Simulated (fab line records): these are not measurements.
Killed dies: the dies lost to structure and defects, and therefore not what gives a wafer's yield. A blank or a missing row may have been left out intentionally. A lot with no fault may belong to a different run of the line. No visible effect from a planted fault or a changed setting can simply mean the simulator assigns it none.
Chamber matching :: flow nand harc :: rie diel-04 running NHARC_A_CONTACT_ETCH_88: 4 sister chambers
The step etches the open film in CF4, target depth 39 nm, time 65 s. 4 wafers are shown with their chamber, then 7 later ones without.

== WAFERS WITH THEIR CHAMBER ==
wafer: L079.6
chamber: 3
drypump motor current A (A): 5.4

wafer: L081.5
chamber: 1
drypump motor current A (A): 4.8

wafer: L089.3
chamber: 2
drypump motor current A (A): 6.0

wafer: L089.4
chamber: 0
drypump motor current A (A): 5.4

== WAFERS WITH NO CHAMBER GIVEN ==
wafer: L089.6
drypump motor current A (A): 4.9

wafer: L091.1
drypump motor current A (A): 5.4

wafer: L091.4
drypump motor current A (A): 6.0

wafer: L091.5
drypump motor current A (A): 6.0

wafer: L095.1
drypump motor current A (A): 5.4

wafer: L095.4
drypump motor current A (A): 4.8

wafer: L095.6
drypump motor current A (A): 5.4

== WHICH CHAMBER EACH WENT THROUGH ==
wafer: L089.6
from the rows above: 1
in truth: 1

wafer: L091.1
from the rows above: can't be placed: 0 or 3
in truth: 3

wafer: L091.4
from the rows above: 2
in truth: 2

wafer: L091.5
from the rows above: 2
in truth: 2

wafer: L095.1
from the rows above: can't be placed: 0 or 3
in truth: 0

wafer: L095.4
from the rows above: 1
in truth: 1

wafer: L095.6
from the rows above: can't be placed: 0 or 3
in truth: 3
Placed correctly: 4 of 7. From these rows, 3 cannot be placed; in 3 the true chamber is one of the candidates. Number placed wrongly: 0.
How it was worked out, from the rows above alone: a wafer's distance from a chamber is the root of the sum, over the readings, of the square of ((its reading less the chamber's mean) divided by the reading's scatter). If the next closest chamber is less than 2 further off than the closest, the wafer can't be placed; otherwise it belongs to the closest. The mean given for a chamber averages the wafers shown for that chamber. The scatter (one wafer shown for each chamber): square how far every hidden wafer sits from the nearest shown wafer, average those squares and take the square root.
